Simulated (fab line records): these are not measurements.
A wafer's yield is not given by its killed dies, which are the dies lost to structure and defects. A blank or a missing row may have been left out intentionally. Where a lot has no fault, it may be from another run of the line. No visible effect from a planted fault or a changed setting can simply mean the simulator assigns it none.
fab line records	flow n5_finfet
record lots=7	wafers=39
route steps=1938 shown FIN_SAQP@96 SD_EPI_N@288 SD_EPI_P@321 MOL_CONTACT_COAG@563
start_h: hours from the record's opening day to when the first of the lot's shown wafers began	wait_h: time in hours since the lot's previous step	" repeats the value in the row above	L1.1+2: a single row standing in for several wafers	- value missing, or start not given	* or withheld: withheld	< > ~ a bound
route shown NAME@n: names a module that has steps shown in the file, with the first one's number in the route	usual: the fault-free wafers' mean and standard deviation	same: alike in all rows	chamber/n: place in a boat	sites: each site's reading	_std_site: how widely they spread, as a standard deviation	_edge_site: the outer-site mean with the inner-site mean subtracted	radius_mm: for every site, how far away it sits from the centre of the wafer	mask NAME#n: copy n	behind: the tool/chamber that last shaped the wafer	hold: cause of the lot's hold/its duration in hours/its outcome	device: the transistor (n, p or np) that didn't switch	end of line: tests of these same wafers at the route's end	for a step that has no rows: nothing shown but its recipe	killed: at the first sort, the dies lost to defects and structure; wafer yield is something else	map: shows each die of a wafer: x if killed, . if not, _ if none is there
set.NAME: setting as actually run; set.NAME@STEP: the setting as run at that earlier step	model.NAME: the simulator's own value behind a step, which no gauge read
lots whose settings were changed on purpose; a table a step, a row a wafer
## steps
# step N5_FIN_SAQP_HM_DEP_03
# recipe material=SiNx	target_thk_a=380	temp_c=400	precursor=SiH4/NH3/N2	pressure_torr=1.5	rf_w=300	time_s=33.6
lot.wafer	tool	chamber	start_h	wait_h	set.time_s	model.SiNx_of_FIN_SAQP_HM_DEP_03.thk_nm
L076.1	pecvd-03	0	36.51	0.2	33.6	37.7
L076.4	"	0	"	"	33.6	37.85
L076.6	"	2	"	"	33.6	38.75
L078.1	pecvd-04	2	46.36	0.2	33.6	38.5
L078.2	"	0	"	"	33.6	38.32
L078.3	"	1	"	"	33.6	37.79
L078.4	"	0	"	"	15.91	18.89
L078.5	"	1	"	"	15.91	18.78
L078.6	"	2	"	"	15.91	18.98
L082.1	pecvd-03	2	68.73	0.2	20.67	23.53
L082.2	"	0	"	"	20.67	22.8
L082.3	"	1	"	"	33.6	37.38
L082.4	"	1	"	"	20.67	23.29
L082.5	"	0	"	"	33.6	38.32
L082.6	"	2	"	"	33.6	38.4
L089.1	pecvd-03	2	111.97	0.3	33.6	37.56
L089.2	"	1	"	"	33.6	37.65
L089.3	"	0	"	"	33.6	37.28
L089.4	"	1	"	"	33.6	37.94
L089.5	"	0	"	"	33.6	38.04
L089.6	"	2	"	"	33.6	38.43
L094.1	pecvd-04	1	142.87	0.2	33.6	37.87
L094.2	"	0	"	"	48.87	55.06
L094.3	"	2	"	"	33.6	38.38
L094.4	"	2	"	"	48.87	56.87
L094.5	"	1	"	"	33.6	38.29
L094.6	"	0	"	"	48.87	55.77
L095.1	pecvd-01	2	149.13	0.2	33.6	37.65
L095.2	"	0	"	"	17.95	20.04
L095.3	"	1	"	"	17.95	19.84
L095.4	"	2	"	"	17.95	20.51
L095.5	"	1	"	"	33.6	38.32
L095.6	"	0	"	"	33.6	38.2
L097.1	pecvd-04	2	160.00	0.2	33.6	38.28
L097.2	"	1	"	"	33.6	37.82
L097.3	"	0	"	"	33.6	37.65
L097.4	"	1	"	"	33.6	37.84
L097.5	"	2	"	"	33.6	39.07
L097.6	"	0	"	"	33.6	38.12
# step N5_FIN_SAQP_THK_MEAS_05
# usual thk_nm=38.1/0.51
lot.wafer	tool	chamber	start_h	wait_h	set.time_s@FIN_SAQP_HM_DEP_03	thk_nm
L076.1	film_metro-01	-	36.60	0.1	33.6	37.7
L076.4	"	-	"	"	33.6	37.9
L076.6	"	-	"	"	33.6	38.7
L078.1	film_metro-02	-	46.45	0.1	33.6	38.5
L078.2	"	-	"	"	33.6	38.4
L078.3	"	-	"	"	33.6	37.8
L078.4	"	-	"	"	15.91	18.8
L078.5	"	-	"	"	15.91	18.8
L078.6	"	-	"	"	15.91	19.0
L082.1	film_metro-01	-	68.82	0.1	20.67	23.5
L082.2	"	-	"	"	20.67	22.8
L082.3	"	-	"	"	33.6	37.4
L082.4	"	-	"	"	20.67	23.3
L082.5	"	-	"	"	33.6	38.3
L082.6	"	-	"	"	33.6	38.4
L089.1	film_metro-02	-	112.06	0.1	33.6	37.5
L089.2	"	-	"	"	33.6	37.7
L089.3	"	-	"	"	33.6	37.3
L089.4	"	-	"	"	33.6	37.9
L089.5	"	-	"	"	33.6	38.1
L089.6	"	-	"	"	33.6	38.4
L094.1	film_metro-02	-	142.96	0.1	33.6	37.9
L094.2	"	-	"	"	48.87	55.1
L094.3	"	-	"	"	33.6	38.4
L094.4	"	-	"	"	48.87	56.8
L094.5	"	-	"	"	33.6	38.3
L094.6	"	-	"	"	48.87	55.8
L095.1	film_metro-02	-	149.22	0.1	33.6	37.6
L095.2	"	-	"	"	17.95	20.0
L095.3	"	-	"	"	17.95	19.8
L095.4	"	-	"	"	17.95	20.5
L095.5	"	-	"	"	33.6	38.3
L095.6	"	-	"	"	33.6	38.2
L097.1	film_metro-01	-	160.09	0.1	33.6	38.2
L097.2	"	-	"	"	33.6	37.8
L097.3	"	-	"	"	33.6	37.7
L097.4	"	-	"	"	33.6	37.8
L097.5	"	-	"	"	33.6	39.1
L097.6	"	-	"	"	33.6	38.1
# step N5_FIN_SAQP_PECVD_47
# recipe material=a-Si	target_thk_a=450	temp_c=400	precursor=SiH4/He	pressure_torr=3	rf_w=100	time_s=36.3
# step N5_FIN_SAQP_PECVD_48
# recipe material=SiNx	target_thk_a=250	temp_c=400	precursor=SiH4/NH3/N2	pressure_torr=1.5	rf_w=300	time_s=22.1
# step N5_FIN_SAQP_MANDREL2_REMOVE_60
# recipe chemistry=HBr/Cl2/O2	bt_time_s=10	target=a-Si	stop_on=SiNx	endpoint=OES-SiCl	over_etch_frac=1	icp_w=600	bias_w=22	HBr_flow_sccm=150	Cl2_flow_sccm=80	O2_flow_sccm=5	pressure_mtorr=10
# step N5_FIN_SAQP_HM_OPEN_33
# recipe chemistry=CH3F/O2	target=SiNx	mask_material=SiO2	target_depth_a=494	time_s=70.6	pressure_mtorr=30	source_w=395	bias_w=73	Ar_flow_sccm=150	CH3F_flow_sccm=30	O2_flow_sccm=20	ion_energy_ev=120	ends=cleared
# usual etch_rf_on_time_s=70.2/1.9
lot.wafer	tool	chamber	start_h	wait_h	set.time_s@FIN_SAQP_HM_DEP_03	etch_rf_on_time_s	model.etch.depth_nm
L076.1	rie_diel-01	2	41.63	0.3	33.6	70.4	36.82
L076.4	"	3	"	"	33.6	66.6	37.22
L076.6	"	3	"	"	33.6	67.6	37.86
L078.1	rie_diel-03	3	50.87	0.0	33.6	68.0	37.88
L078.2	"	1	"	"	33.6	69.8	37.32
L078.3	"	0	"	"	33.6	68.2	37.16
L078.4	"	2	"	"	15.91	33.5	18.03
L078.5	"	2	"	"	15.91	32.9	17.78
L078.6	"	1	"	"	15.91	34.1	18.35
L082.1	rie_diel-01	0	73.50	0.1	20.67	45.2	22.91
L082.2	"	3	"	"	20.67	39.3	21.92
L082.3	"	1	"	"	33.6	69.2	36.67
L082.4	"	3	"	"	20.67	40.5	22.66
L082.5	"	1	"	"	33.6	70.9	37.6
L082.6	"	0	"	"	33.6	72.9	37.52
L089.1	rie_diel-06	0	116.47	0.0	33.6	67.6	36.93
L089.2	"	3	"	"	33.6	69.2	36.81
L089.3	"	2	"	"	33.6	70.3	36.65
L089.4	"	1	"	"	33.6	71.0	37.31
L089.5	"	3	"	"	33.6	70.6	37.2
L089.6	"	0	"	"	33.6	69.1	37.8
L094.1	rie_diel-03	0	147.99	0.4	33.6	69.0	37
L094.2	"	1	"	"	48.87	103.5	54.43
L094.3	"	3	"	"	33.6	70.4	37.75
L094.4	"	2	"	"	48.87	104.7	55.87
L094.5	"	1	"	"	33.6	70.4	37.28
L094.6	"	2	"	"	48.87	103.9	54.91
L095.1	rie_diel-06	1	154.03	0.0	33.6	68.6	36.65
L095.2	"	0	"	"	17.95	35.1	19.18
L095.3	"	3	"	"	17.95	36.7	19.22
L095.4	"	2	"	"	17.95	38.3	19.89
L095.5	"	2	"	"	33.6	72.1	37.69
L095.6	"	1	"	"	33.6	70.5	37.57
L097.1	rie_diel-06	1	164.51	0.0	33.6	71.2	37.66
L097.2	"	0	"	"	33.6	66.8	36.94
L097.3	"	2	"	"	33.6	70.9	36.94
L097.4	"	3	"	"	33.6	71.9	37.21
L097.5	"	1	"	"	33.6	71.7	38.2
L097.6	"	0	"	"	33.6	67.9	37.41
# step N5_SD_EPI_N_EPI_21
# recipe material=Si:P	dopant=P	temp_c=680	pressure_torr=255	time_s=690
lot.wafer	tool	chamber	start_h	wait_h	set.time_s	model.Si-P_of_SD_EPI_N_EPI_21.thk_nm
L076.1+4	epi_rpcvd-03	0	69.82	0.2	690	57.4
L076.6	"	0	71.68	1.9	690	57.8
L078.1	epi_rpcvd-04	0	74.78	0.2	548	50.2
L078.2	"	0	"	"	690	58.6
L078.3	"	0	"	"	548	51
L078.4	"	0	"	"	548	50.4
L078.5	"	0	"	"	690	59.4
L078.6	"	0	"	"	690	59.6
L082.1	epi_rpcvd-04	0	107.18	0.1	413.1	38
L082.2	"	0	"	"	690	59
L082.3	"	0	"	"	413.1	38.6
L082.4	"	0	"	"	690	58.6
L082.5	"	0	"	"	413.1	38.4
L082.6	"	0	"	"	690	59.6
L089.1	epi_rpcvd-03	0	145.89	0.1	904.7	71.8
L089.2	"	0	"	"	690	59.2
L089.3	"	0	"	"	904.7	72.8
L089.4+6	"	0	"	"	690	59.8
L089.5	"	0	"	"	904.7	71.4
L094.1	epi_rpcvd-03	0	173.00	0.2	342.4	31.4
L094.2	"	0	"	"	342.4	31.6
L094.3	"	0	"	"	342.4	31.2
L094.4	"	0	"	"	690	59.2
L094.5	"	0	"	"	690	58.6
L094.6	"	0	"	"	690	59.4
L095.1	epi_rpcvd-03	0	177.38	0.1	464.6	44
L095.2	"	0	"	"	690	59.8
L095.3	"	0	"	"	690	60.2
L095.4	"	0	"	"	464.6	43.2
L095.5	"	0	"	"	690	59.6
L095.6	"	0	"	"	464.6	43.6
L097.1	epi_rpcvd-03	0	191.39	0.1	690	59.4
L097.2	"	0	"	"	950.2	75.8
L097.3	"	0	"	"	950.2	75
L097.4	"	0	"	"	950.2	75.2
L097.5	"	0	"	"	690	59
L097.6	"	0	"	"	690	58.8
# step N5_SD_EPI_N_EPI_MEAS_23
# recipe mode=xrd
# usual thk_nm=59.1/1.3
lot.wafer	tool	chamber	start_h	wait_h	set.time_s@SD_EPI_N_EPI_21	thk_nm
L076.1	film_metro-01	-	72.09	1.9	690	56.9
L076.4	"	-	"	"	690	57.1
L076.6	"	-	"	"	690	57.9
L078.1	film_metro-01	-	77.05	1.9	548	50.4
L078.2	"	-	"	"	690	59.9
L078.3	"	-	"	"	548	52.1
L078.4	"	-	"	"	548	49.7
L078.5	"	-	"	"	690	58.5
L078.6	"	-	"	"	690	61.4
L082.1	film_metro-01	-	108.90	1.5	413.1	36.8
L082.2	"	-	"	"	690	60.1
L082.3	"	-	"	"	413.1	38.0
L082.4	"	-	"	"	690	57.4
L082.5	"	-	"	"	413.1	39.0
L082.6	"	-	"	"	690	59.6
L089.1	film_metro-01	-	147.61	1.4	904.7	71.1
L089.2	"	-	"	"	690	59.6
L089.3	"	-	"	"	904.7	71.6
L089.4	"	-	"	"	690	60.9
L089.5	"	-	"	"	904.7	70.7
L089.6	"	-	"	"	690	60.1
L094.1	film_metro-02	-	175.28	2.0	342.4	30.3
L094.2	"	-	"	"	342.4	31.0
L094.3	"	-	"	"	342.4	31.7
L094.4	"	-	"	"	690	59.2
L094.5	"	-	"	"	690	59.3
L094.6	"	-	"	"	690	58.9
L095.1	film_metro-02	-	179.10	1.5	464.6	45.2
L095.2	"	-	"	"	690	60.9
L095.3	"	-	"	"	690	61.1
L095.4	"	-	"	"	464.6	44.8
L095.5	"	-	"	"	690	57.3
L095.6	"	-	"	"	464.6	43.0
L097.1	film_metro-01	-	193.11	1.4	690	58.8
L097.2	"	-	"	"	950.2	75.8
L097.3	"	-	"	"	950.2	76.3
L097.4	"	-	"	"	950.2	73.4
L097.5	"	-	"	"	690	59.3
L097.6	"	-	"	"	690	59.2
# step N5_SD_EPI_N_PRECLEAN_24
# recipe chemistry=O3/DIW	time_s=60	temp_c=22	o3_ppm=10
# step N5_SD_EPI_N_SRD_25
# recipe time_s=30	temp_c=23	rinse_liquid=diw	dry=ipa_marangoni
# step N5_SD_EPI_P_EPI_21
# recipe material=SiGe:B	dopant=B	temp_c=550	pressure_torr=20	ambient=H2	time_s=355
# step N5_SD_EPI_P_HM_STRIP_48
# recipe chemistry=H3PO4	temp_c=160	material=SiNx	target=SiNx	target_depth_a=30	overetch_fraction=0.3
lot.wafer	tool	chamber	start_h	wait_h	set.time_s@SD_EPI_N_EPI_21	model.Si-P_of_SD_EPI_N_EPI_21.thk_nm
L076.1+4	wet_bench-02	2,7	77.73	0.0	690	56.8
L076.6	"	0	"	"	690	57.2
L078.1	wet_bench-01	5	82.32	0.0	548	49.6
L078.2	"	7	"	"	690	58
L078.3	"	1	"	"	548	50.6
L078.4	"	0	"	"	548	49.8
L078.5	"	6	"	"	690	58.8
L078.6	"	4	"	"	690	59
L082.1	wet_bench-01	7	113.78	0.0	413.1	37.6
L082.2	"	3	"	"	690	58.4
L082.3	"	6	"	"	413.1	38.2
L082.4	"	4	"	"	690	58
L082.5	"	5	"	"	413.1	37.8
L082.6	"	0	"	"	690	59
L089.1	wet_bench-02	4	153.26	0.0	904.7	71
L089.2	"	6	"	"	690	58.6
L089.3	"	5	"	"	904.7	72
L089.4	"	1	"	"	690	59
L089.5	"	2	"	"	904.7	70.6
L089.6	"	3	"	"	690	59.2
L094.1+3	wet_bench-06	5,3	181.96	0.0	342.4	31
L094.2	"	2	"	"	342.4	31.4
L094.4	"	4	"	"	690	58.4
L094.5	"	1	"	"	690	58
L094.6	"	0	"	"	690	58.8
L095.1	wet_bench-02	1	184.11	0.0	464.6	43.6
L095.2	"	2	"	"	690	59
L095.3	"	4	"	"	690	59.6
L095.4	"	5	"	"	464.6	42.6
L095.5	"	6	"	"	690	58.8
L095.6	"	3	"	"	464.6	43.2
L097.1	wet_bench-02	0	199.80	0.0	690	58.8
L097.2	"	2	"	"	950.2	75
L097.3	"	1	"	"	950.2	74.2
L097.4	"	6	"	"	950.2	74.4
L097.5	"	5	"	"	690	58.4
L097.6	"	7	"	"	690	58.2
# step N5_MOL_CONTACT_COAG_PECVD_31
# recipe material=SiO2	target_thk_a=460	temp_c=400	precursor=TEOS/O2	pressure_torr=6.5	rf_w=withheld	teos_flow_sccm=withheld	gas=O2	flow_sccm=2650	time_s=8.9
lot.wafer	tool	chamber	start_h	wait_h	set.time_s	model.SiO2_of_MOL_CONTACT_COAG_PECVD_31.thk_nm
L076.1	pecvd-01	2	117.64	0.3	8.9	45.6
L076.4	"	0	"	"	8.9	45.4
L076.6	"	1	"	"	8.9	46.6
L078.1	pecvd-04	0	121.89	0.3	7.524	38.4
L078.2	"	1	"	"	7.524	37.8
L078.3+4	"	2,1	"	"	8.9	45.2
L078.5	"	2	"	"	8.9	46.4
L078.6	"	0	"	"	7.524	39
L082.1	pecvd-01	1	150.27	0.3	4.705	25.6
L082.2+6	"	2,0	"	"	4.705	24.8
L082.3	"	0	"	"	8.9	45.2
L082.4	"	1	"	"	8.9	47
L082.5	"	2	"	"	8.9	46
L089.1+5	pecvd-04	0,1	197.12	0.3	8.9	45
L089.2+3	"	2,1	"	"	8.9	45.2
L089.4	"	0	"	"	8.9	46
L089.6	"	2	"	"	8.9	46.4
L094.1	pecvd-01	0	221.66	0.3	8.9	45
L094.2	"	1	"	"	13.78	68.8
L094.3	"	1	"	"	13.78	70.4
L094.4	"	0	"	"	8.9	45.4
L094.5	"	0	"	"	13.78	69.2
L094.6	"	1	"	"	8.9	46.4
L095.1	pecvd-03	2	225.10	0.3	4.849	25.4
L095.2	"	1	"	"	8.9	46
L095.3	"	0	"	"	8.9	45.4
L095.4	"	1	"	"	4.849	26
L095.5	"	2	"	"	4.849	26.2
L095.6	"	0	"	"	8.9	46.6
L097.1	pecvd-03	2	239.78	0.3	8.9	45
L097.2	"	0	"	"	13.82	68.8
L097.3	"	1	"	"	13.82	69.8
L097.4	"	2	"	"	8.9	46
L097.5	"	0	"	"	8.9	45.6
L097.6	"	1	"	"	13.82	70.4
# step N5_MOL_CONTACT_COAG_COAT_75
# recipe resist=SOC	temp_c=250	time_s=60	spin_rpm=1500	resist_thk_nm=60
# step N5_MOL_CONTACT_COAG_COAT_76
# recipe resist=SiARC	temp_c=220	time_s=60	spin_rpm=1500	resist_thk_nm=10
# step N5_MOL_CONTACT_COAG_ETCHBACK_135
# recipe chemistry=CHF3	target=SiO2	target_depth_a=250	time_s=16.7	ion_energy_ev=200	pressure_mtorr=30	source_w=610	bias_w=170	Ar_flow_sccm=200	CHF3_flow_sccm=50
# step N5_MOL_CONTACT_COAG_STRIP_118
# recipe chemistry=CHF3	resist=SiARC	rf_frequency_hz=6e+07
# step N5_MOL_CONTACT_COAG_VIA_ETCH_46
# recipe chemistry=C4F6/O2	target_depth_a=460	overetch_a=92	mask_material=SOC	target=SiO2	bias_w=455	pressure_mtorr=10	time_s=40	source_w=325	Ar_flow_sccm=300	C4F6_flow_sccm=10	O2_flow_sccm=10	ion_energy_ev=575.3	ends=end_point
lot.wafer	tool	chamber	start_h	wait_h	set.time_s@MOL_CONTACT_COAG_PECVD_31	model.etch.depth_nm
L076.1	rie_diel-01	2	118.68	0.0	8.9	45.58
L076.4	"	1	"	"	8.9	45.5
L076.6	"	1	"	"	8.9	46.52
L078.1	rie_diel-03	3	122.82	0.0	7.524	38.47
L078.2	"	0	"	"	7.524	37.75
L078.3	"	2	"	"	8.9	45.18
L078.4	"	0	"	"	8.9	45.19
L078.5	"	2	"	"	8.9	46.49
L078.6	"	3	"	"	7.524	38.99
L082.1	rie_diel-03	1	151.21	0.0	4.705	25.69
L082.2	"	0	"	"	4.705	24.85
L082.3	"	3	"	"	8.9	45.24
L082.4	"	2	"	"	8.9	47.09
L082.5	"	3	"	"	8.9	45.93
L082.6	"	0	"	"	4.705	24.71
L089.1	rie_diel-06	1	198.84	0.0	8.9	45.07
L089.2	"	0	"	"	8.9	45.2
L089.3	"	3	"	"	8.9	45.3
L089.4	"	2	"	"	8.9	45.9
L089.5	"	2	"	"	8.9	45.04
L089.6	"	3	"	"	8.9	46.31
L094.1	rie_diel-01	1	222.81	0.0	8.9	44.94
L094.2	"	3	"	"	13.78	55.75
L094.3	"	0	"	"	13.78	52.35
L094.4	"	2	"	"	8.9	45.34
L094.5	"	0	"	"	13.78	52.67
L094.6	"	1	"	"	8.9	46.31
L095.1	rie_diel-01	3	226.08	0.0	4.849	25.43
L095.2	"	1	"	"	8.9	45.91
L095.3	"	0	"	"	8.9	45.36
L095.4	"	2	"	"	4.849	25.99
L095.5	"	1	"	"	4.849	26.27
L095.6	"	0	"	"	8.9	46.55
L097.1	rie_diel-06	0	240.72	0.0	8.9	44.97
L097.2	"	2	"	"	13.82	52.37
L097.3	"	3	"	"	13.82	53.01
L097.4	"	3	"	"	8.9	45.92
L097.5	"	2	"	"	8.9	45.52
L097.6	"	0	"	"	13.82	55.49
# step N5_MOL_CONTACT_COAG_STRIP_96
# recipe chemistry=N2/H2	power_w=500	temp_c=40	pressure_mtorr=50	rf_frequency_hz=6e+07	overash_fraction=0.3	bias_power_w=28	h2_frac=0.5	n2_flow_sccm=300	h2_flow_sccm=300
# step N5_MOL_CONTACT_COAG_ETCH_47
# recipe chemistry=CH3F/O2	target=SiNx	target_depth_a=270	mask_material=SiO2	stop_on=W	over_etch_frac=0.2	ion_energy_ev=120	endpoint=OES-CN	pressure_mtorr=30	source_w=395	bias_w=73	Ar_flow_sccm=150	CH3F_flow_sccm=30	O2_flow_sccm=20	ends=end_point
# usual etch_rf_on_time_s=31.5/0.71
lot.wafer	tool	chamber	start_h	wait_h	set.time_s@MOL_CONTACT_COAG_PECVD_31	etch_rf_on_time_s	model.etch.over_etch_s
L076.1	rie_diel-01	2	118.78	0.0	8.9	30.3	5.046
L076.4	"	1	"	"	8.9	31.8	5.298
L076.6	"	1	"	"	8.9	31.6	5.27
L078.1	rie_diel-03	3	122.92	0.0	7.524	30.9	5.15
L078.2	"	0	"	"	7.524	31.4	5.237
L078.3	"	2	"	"	8.9	31.5	5.252
L078.4	"	0	"	"	8.9	31.4	5.233
L078.5	"	2	"	"	8.9	31.8	5.301
L078.6	"	3	"	"	7.524	31.0	5.162
L082.1	rie_diel-03	1	151.31	0.0	4.705	31.5	5.254
L082.2	"	0	"	"	4.705	30.9	5.151
L082.3	"	3	"	"	8.9	31.0	5.161
L082.4	"	2	"	"	8.9	31.4	5.232
L082.5	"	3	"	"	8.9	31.0	5.167
L082.6	"	0	"	"	4.705	31.2	5.193
L089.1	rie_diel-06	1	198.94	0.0	8.9	31.8	5.296
L089.2	"	0	"	"	8.9	30.3	5.045
L089.3	"	3	"	"	8.9	32.3	5.389
L089.4	"	2	"	"	8.9	32.3	5.381
L089.5	"	2	"	"	8.9	32.2	5.362
L089.6	"	3	"	"	8.9	32.2	5.369
L094.1	rie_diel-01	1	222.92	0.0	8.9	31.7	5.277
L094.2	"	3	"	"	13.78	50.8	0
L094.3	"	0	"	"	13.78	50.8	0
L094.4	"	2	"	"	8.9	30.8	5.129
L094.5	"	0	"	"	13.78	50.8	0
L094.6	"	1	"	"	8.9	31.8	5.304
L095.1	rie_diel-01	3	226.18	0.0	4.849	30.5	5.09
L095.2	"	1	"	"	8.9	32.0	5.335
L095.3	"	0	"	"	8.9	32.3	5.391
L095.4	"	2	"	"	4.849	31.1	5.181
L095.5	"	1	"	"	4.849	31.7	5.29
L095.6	"	0	"	"	8.9	32.9	5.475
L097.1	rie_diel-06	0	240.82	0.0	8.9	31.0	5.171
L097.2	"	2	"	"	13.82	50.8	0
L097.3	"	3	"	"	13.82	50.8	0
L097.4	"	3	"	"	8.9	32.6	5.431
L097.5	"	2	"	"	8.9	32.1	5.355
L097.6	"	0	"	"	13.82	50.8	0
## key
split step=N5_FIN_SAQP_HM_DEP_03	setting=time_s	stated=33.6	by=wafer
response step=N5_FIN_SAQP_HM_DEP_03	reading=model.SiNx_of_FIN_SAQP_HM_DEP_03.thk_nm	change=+0.38	per=1%	r=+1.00
response step=N5_FIN_SAQP_THK_MEAS_05	reading=thk_nm	change=*	per=1%	r=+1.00
response step=N5_FIN_SAQP_HM_OPEN_33	reading=etch_rf_on_time_s	change=*	per=1%	r=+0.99
response step=N5_FIN_SAQP_HM_OPEN_33	reading=model.etch.depth_nm	change=+0.38	per=1%	r=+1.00
split step=N5_SD_EPI_N_EPI_21	setting=time_s	stated=690	by=wafer
response step=N5_SD_EPI_N_EPI_21	reading=model.Si-P_of_SD_EPI_N_EPI_21.thk_nm	change=+0.49	per=1%	r=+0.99
response step=N5_SD_EPI_N_EPI_MEAS_23	reading=thk_nm	change=*	per=1%	r=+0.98
response step=N5_SD_EPI_P_HM_STRIP_48	reading=model.Si-P_of_SD_EPI_N_EPI_21.thk_nm	change=+0.484	per=1%	r=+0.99
split step=N5_MOL_CONTACT_COAG_PECVD_31	setting=time_s	stated=8.9	by=wafer
response step=N5_MOL_CONTACT_COAG_PECVD_31	reading=model.SiO2_of_MOL_CONTACT_COAG_PECVD_31.thk_nm	change=+0.44	per=1%	r=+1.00
response step=N5_MOL_CONTACT_COAG_VIA_ETCH_46	reading=model.etch.depth_nm	change=+0.274	per=1%	r=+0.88
response step=N5_MOL_CONTACT_COAG_ETCH_47	reading=etch_rf_on_time_s	shape=bent	at_lowest=*	at_stated=*	at_highest=*
response step=N5_MOL_CONTACT_COAG_ETCH_47	reading=model.etch.over_etch_s	shape=bent	at_lowest=5.199	at_stated=5.278	at_highest=0
